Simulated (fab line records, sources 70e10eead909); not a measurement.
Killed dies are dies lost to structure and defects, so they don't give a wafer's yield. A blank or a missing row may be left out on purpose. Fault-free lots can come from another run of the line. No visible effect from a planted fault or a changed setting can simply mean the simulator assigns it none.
A lot that was struck, set against a sound lot / flow nandHarc / 29 out of 1159 route steps
Sound: these wafers, L700.1, L700.2, L700.4. Struck: wafers L704.2, L704.3, L704.5. The cause comes at the end.
Per side, at each step with rows, come the tool, then ch with its chambers, and then its first start. Under that, the readings that differ: sound wafers / struck wafers / difference of the means / sigmas: that difference in standard deviations of wafers without a fault.
alike: readings with means less than 2 such deviations apart, plus words and numbers identical on both sides. not compared: withheld readings, readings lacking a value on some wafer, bounds such as >300 that could conceal the same value, and numbers that have no deviation in the record and whose values overlap.
The two part at a step that has a row with sigmas, a row that says differs or no value, or rows on one side only. Numbers that have no deviation but don't overlap get no sigmas and don't part them. Lack of a reading on every wafer of one side parts them only where that side has two or more wafers.

NHARC_A_CONTACT_ETCH_121: etches the open film in C4F8/O2/Ar, time 94 s, target depth 922 nm.
  sound on harCapEtch-03 ch 0,1, day 16 21:26; struck on harCapEtch-02 ch 0,1, day 17 07:22
  not compared: rfHoursCounterH
then, 3 steps without rows for these wafers: NHARC_A_CONTACT_ETCH_122 (etches the open film in C4F8/O2/Ar, time 95 s, target depth 930 nm); NHARC_A_CONTACT_ETCH_123 (etches the open film in C4F8/O2/Ar, time 253 s, target depth 1090 nm); NHARC_A_CONTACT_ETCH_90 (etches the open film in CH3F/O2, target depth 40 nm, time 85.7 s).
NHARC_A_CONTACT_ETCH_96: etches the open film in C4F6/O2, target depth 20 nm, time 10 s.
  sound on rieDiel-05 ch 0,1,2, day 16 22:24; struck on rieDiel-07 ch 0,2,3
  alike: drypumpMotorCurrentA, mfcArSccm, oesProductAu, rfVppV, showerheadPlenumPTorr, throttleValvePct
  not compared: rfHoursCounterH
NHARC_A_CONTACT_CD_MEAS_53:
  struck on cdSem-02, day 17 08:23; sound on cdSem-03, day 16 22:29
  alike: cdNm
then, 4 steps without rows for these wafers: NHARC_A_CONTACT_STRIP_99 (strips in N2/H2); NHARC_A_CONTACT_STRIP_100 (strips in CF4/CHF3); NHARC_A_CONTACT_STRIP_101 (strips in O2/COS); NHARC_A_CONTACT_ETCH_102 (etches the open film in CF4/O2, target depth 70 nm, overetch 7 nm, time 38.5 s).
NHARC_A_CONTACT_STRIP_55: strips in O2.
  sound: rieDiel-07 ch 0,1,3; struck: rieDiel-05 ch 0,2
  alike: drypumpMotorCurrentA, mfcArSccm, oesProductAu, rfVppV, showerheadPlenumPTorr, throttleValvePct
  not compared: rfHoursCounterH
then, 1 step without rows for these wafers: NHARC_A_CONTACT_STRIP_56 (strips in post etch residue remover, time 600 s).
NHARC_A_CONTACT_DEP_57: deposits aC, target thk 2800 nm.
  sound on aclDep-01 ch 0, day 16 23:25; struck on aclDep-01 ch 0, day 17 09:59
  alike: throttleValvePct
NHARC_A_CONTACT_DEP_58: deposits SiON, target thk 60 nm.
  sound on pecvd-01 ch 0,1,2, day 17 01:11; struck on pecvd-02 ch 0,1, day 17 11:26
  alike: heaterPowerW
then, 10 steps without rows for these wafers: NHARC_A_CONTACT_DEHYDRATE_59 (time 120 s); NHARC_A_CONTACT_HMDS_60 (time 30 s); NHARC_A_CONTACT_COAT_61 (time 75 s); NHARC_A_CONTACT_COAT_62 (time 65 s); NHARC_A_CONTACT_COAT_63 (resist thk 90 nm); NHARC_A_CONTACT_SOFTBAKE_64 (time 55 s); NHARC_A_CONTACT_EBR_65; NHARC_A_CONTACT_EXPOSE_66 (exposes mask A CC 2); NHARC_A_CONTACT_PEB_67 (peb time 65 s); NHARC_A_CONTACT_DEVELOP_68 (develop time 35 s).
NHARC_A_CONTACT_CD_MEAS_69: the cd target is 200 nm.
  sound on cdSem-01 ch 0, day 17 01:58; struck on cdSem-02 ch 0, day 17 12:08
reading=cdNm (nm); sound=199.8 199.1 199.5; struck=200.5 200.1 200.9; difference=+1.0; sigmas=+2
NHARC_A_CONTACT_OVL_MEAS_70:
  struck on overlay-01, day 17 12:14; sound on overlay-01, day 17 02:04
reading=overlayXNm (nm); sound=1.3 1.3 1.7; struck=-0.3 -0.7 0.0; difference=-1.8; sigmas=-3
  alike: overlayYNm
NHARC_A_CONTACT_INSPECT_71:
  struck on defectInspect-02, day 17 12:17; sound on defectInspect-01, day 17 02:05
reading=rawDefectCount; sound=19 15 16; struck=467 485 470; difference=+457; sigmas=+35
NHARC_A_CONTACT_DESCUM_74: chemistry O2, time 3 s.
  sound on rieDiel-05 ch 0,2, day 17 02:10; struck on rieDiel-05 ch 0,1,3, day 17 12:23
  alike: drypumpMotorCurrentA, mfcArSccm, oesProductAu, rfVppV, showerheadPlenumPTorr, throttleValvePct
  not compared: rfHoursCounterH
-- the record jumps here: 4 days lie between the struck wafers' starts before and after (it left off in module A_CONTACT and takes up again in module END, whose first step shown is number 1159 of the route) --
NHARC_END_SORT_01:
  at this point the record logs the struck wafers (prober-01 ch 0, day 21 08:48) and has no rows for the sound ones

WHERE THEY PART
First at NHARC_A_CONTACT_CD_MEAS_69; last, within this record, at NHARC_END_SORT_01.

WHY: what had been put in by the simulator
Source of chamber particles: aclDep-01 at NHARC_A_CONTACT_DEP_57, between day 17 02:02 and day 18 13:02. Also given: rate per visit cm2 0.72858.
